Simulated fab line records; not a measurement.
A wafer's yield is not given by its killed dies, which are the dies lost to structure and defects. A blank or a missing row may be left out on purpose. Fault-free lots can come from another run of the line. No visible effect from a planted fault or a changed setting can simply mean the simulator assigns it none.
Struck lot and sound lot, side by side | flow nand_harc | 14 out of 1302 route steps
Sound: the wafers L742.4, L742.5, L742.6. Struck: wafer L754.5. Last of all comes the cause.
For every step that has rows: the tool of each side, followed by ch and its chambers, followed by its first start. Under that, the readings that differ: sound wafers | struck wafers | difference of the means | sigmas: that difference in standard deviations of wafers without a fault.
alike: readings with means less than 2 such deviations apart, plus words and numbers identical on both sides. not compared: withheld readings, readings lacking a value on some wafer, bounds such as >300 that could conceal the same value, and numbers that have no deviation in the record and whose values overlap.
The two part at a step that has a row with sigmas, a row that says differs or no value, or rows on one side only. When numbers do not overlap yet have no deviation, they are printed without sigmas and do not part them. A reading missing from all wafers of one side parts the sides only when that side holds two or more wafers.

NHARC_A_ONON_D1_THK_MEAS_34: measures by ellipsometry.
  sound on film_metro-02, day 10 00:02; struck on film_metro-01, day 14 23:20
  alike: thk_nm
NHARC_A_ONON_D1_INSPECT_32:
  sound on defect_inspect-02, day 10 00:07; struck on defect_inspect-02, day 14 23:24
  alike: raw_defect_count
NHARC_A_CHANNEL_HOLE_D1_DEP_00: deposits aC, target thk 3100 nm.
  sound on acl_dep-02 ch 0, day 10 01:08; struck on acl_dep-02 ch 0, day 15 02:52
  alike: throttle_valve_pct
NHARC_A_CHANNEL_HOLE_D1_DEP_01: deposits SiON, target thk 140 nm.
  sound on pecvd-02 ch 0,1,2, day 10 02:10; struck on pecvd-03 ch 2, day 15 03:38
  alike: chamber_pressure_Torr, heater_power_w
then, 7 steps without rows for these wafers: NHARC_A_CHANNEL_HOLE_D1_DEHYDRATE_02 (time 120 s); NHARC_A_CHANNEL_HOLE_D1_HMDS_03 (time 30 s); NHARC_A_CHANNEL_HOLE_D1_COAT_36 (time 75 s); NHARC_A_CHANNEL_HOLE_D1_COAT_37 (time 65 s); NHARC_A_CHANNEL_HOLE_D1_COAT_04 (resist thk 90 nm); NHARC_A_CHANNEL_HOLE_D1_SOFTBAKE_05 (time 55 s); NHARC_A_CHANNEL_HOLE_D1_EBR_06.
NHARC_A_CHANNEL_HOLE_D1_EXPOSE_07: exposes mask HOLE D1, target cd 100 nm.
  sound on arfi_scanner-02 ch 0, day 10 02:41; struck on arfi_scanner-02 ch 0, day 15 04:08
  reading              | sound             | struck | difference | sigmas
  exposure_dose_mJ_cm2 | 59.64 59.73 59.77 | 58.72  | -0.99      | -3
  alike: mask
then, 1 step without rows for these wafers: NHARC_A_CHANNEL_HOLE_D1_PEB_08 (peb time 65 s).
NHARC_END_SORT_01:
  the record has rows for the sound wafers here (prober-01 ch 0, day 26 16:20) and none for the struck ones

WHERE THEY PART
Earliest at NHARC_A_CHANNEL_HOLE_D1_EXPOSE_07; latest, in this record, at NHARC_END_SORT_01.

WHY: the cause the simulator had injected
Process parameters drifting: arfi_scanner-02 at NHARC_A_CHANNEL_HOLE_D1_EXPOSE_07, beginning at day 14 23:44. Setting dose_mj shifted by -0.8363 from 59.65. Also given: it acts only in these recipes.
